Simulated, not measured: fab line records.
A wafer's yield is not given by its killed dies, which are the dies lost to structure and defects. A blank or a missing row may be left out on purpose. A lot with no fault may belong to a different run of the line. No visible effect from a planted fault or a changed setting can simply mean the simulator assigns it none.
A lot that was struck, set against a sound lot -- flow n5-finfet -- 14 steps out of a route of 1938
Sound: wafers L572.1, L572.2, L572.4. Wafers L573.1, L573.3, L573.5 were the ones struck. Last of all comes the cause.
Each step with rows lists, per side, the tool, then ch with its chambers, then its first start. Under that, the readings that differ: sound wafers -- struck wafers -- difference of the means -- sigmas: that difference in standard deviations of wafers without a fault.
alike: a reading whose means differ by less than 2 such deviations, as well as words and numbers matching on both sides. not compared: withheld readings; readings where some wafer has no value; bounds like >300 that might hide an equal value; numbers whose values overlap and for which the record gives no deviation.
Wherever a step has rows on one side only, a row that says differs or no value, or a row with sigmas, the two part there. Numbers that don't overlap but have no deviation are shown without sigmas and don't part them. A reading missing from all wafers of one side parts the sides only when that side holds two or more wafers.

N5_BEOL_M10_ETCH_61: etches SiARC in CF4, target depth 39 nm, time 65 s.
  sound on rie-diel-02 ch 0,1,2, day 12 19:40; struck on rie-diel-03 ch 0,1,2, day 12 20:40
  alike: drypump-motor-current-A, etch-rf-on-time-s, oes-product-au, rf-vpp-V, showerhead-plenum-p-Torr, throttle-valve-pct
  not compared: rf-hours-counter-h
N5_BEOL_M10_ETCH_62: etches SOC in N2/H2, target depth 110 nm, overetch 22 nm, time 165 s.
  sound on rie-diel-02 ch 0,1,2, day 12 19:43; struck on rie-diel-03 ch 0,1,2, day 12 20:43
  alike: drypump-motor-current-A, oes-product-au, rf-vpp-V, showerhead-plenum-p-Torr, throttle-valve-pct
  not compared: rf-hours-counter-h
then, 1 step without rows for these wafers: N5_BEOL_M10_STRIP_68 (strips in N2/H2).
N5_BEOL_M10_STRIP_67: strips in CF4.
  sound on rie-diel-02 ch 0,1,2, day 12 19:52; struck on rie-diel-03 ch 0,1,2, day 12 20:52
reading,sound,struck,difference,sigmas
rf-vpp-V (V),269.6 271.8 269.6,275.2 271.3 273.2,+2.9,+2
  alike: drypump-motor-current-A, oes-product-au, showerhead-plenum-p-Torr, throttle-valve-pct
  not compared: rf-hours-counter-h
N5_BEOL_M10_HM_OPEN_17: chemistry Cl2/BCl3, target TiN, target depth 20 nm, overetch 6 nm.
  sound on rie-metal-02 ch 0,1, day 12 19:55; struck on rie-metal-02 ch 0,1, day 12 20:54
  alike: bcl3-flow-sccm, drypump-motor-current-A, he-backside-leak-sccm, oes-product-au, throttle-valve-pct
  not compared: rf-hours-counter-h
N5_BEOL_M10_STRIP_19: strips in O2.
  sound on rie-diel-06 ch 0,1,2, day 12 20:08; struck on rie-diel-06 ch 0,1,2, day 12 21:04
  alike: drypump-motor-current-A, oes-product-au, rf-vpp-V, showerhead-plenum-p-Torr, throttle-valve-pct
  not compared: rf-hours-counter-h
N5_BEOL_M10_CD_MEAS_18: pitch 140 nm, target cd 70 nm.
  sound on cd-sem-03 at day 12 20:12; struck on cd-sem-03 at day 12 21:08
  alike: cd-nm
then, 5 steps without rows for these wafers: N5_BEOL_M10_COAT_63 (time 60 s, resist thk 100 nm); N5_BEOL_M10_COAT_64 (time 60 s, resist thk 30 nm); N5_BEOL_M10_COAT_22 (resist thk 90 nm); N5_BEOL_M10_EBR_24; N5_BEOL_M10_SOFTBAKE_23 (time 60 s).
N5_BEOL_M10_EXPOSE_25: exposes mask V9.
  sound on arfi-scanner-02 ch 0, day 13 00:01; struck on arfi-scanner-02, day 13 00:06
  no value came back on the struck wafers for exposure-dose-mJ-cm2, focus-offset-nm (nm); on the sound wafers exposure-dose-mJ-cm2 reads 85.50 85.43 85.42
  alike: mask
then, 1 step without rows for these wafers: N5_BEOL_M10_PEB_26 (peb time 60 s).

## WHERE THEY PART
At N5_BEOL_M10_STRIP_67 first; at N5_BEOL_M10_EXPOSE_25 last (within this record only).

WHY: what the simulator had put in
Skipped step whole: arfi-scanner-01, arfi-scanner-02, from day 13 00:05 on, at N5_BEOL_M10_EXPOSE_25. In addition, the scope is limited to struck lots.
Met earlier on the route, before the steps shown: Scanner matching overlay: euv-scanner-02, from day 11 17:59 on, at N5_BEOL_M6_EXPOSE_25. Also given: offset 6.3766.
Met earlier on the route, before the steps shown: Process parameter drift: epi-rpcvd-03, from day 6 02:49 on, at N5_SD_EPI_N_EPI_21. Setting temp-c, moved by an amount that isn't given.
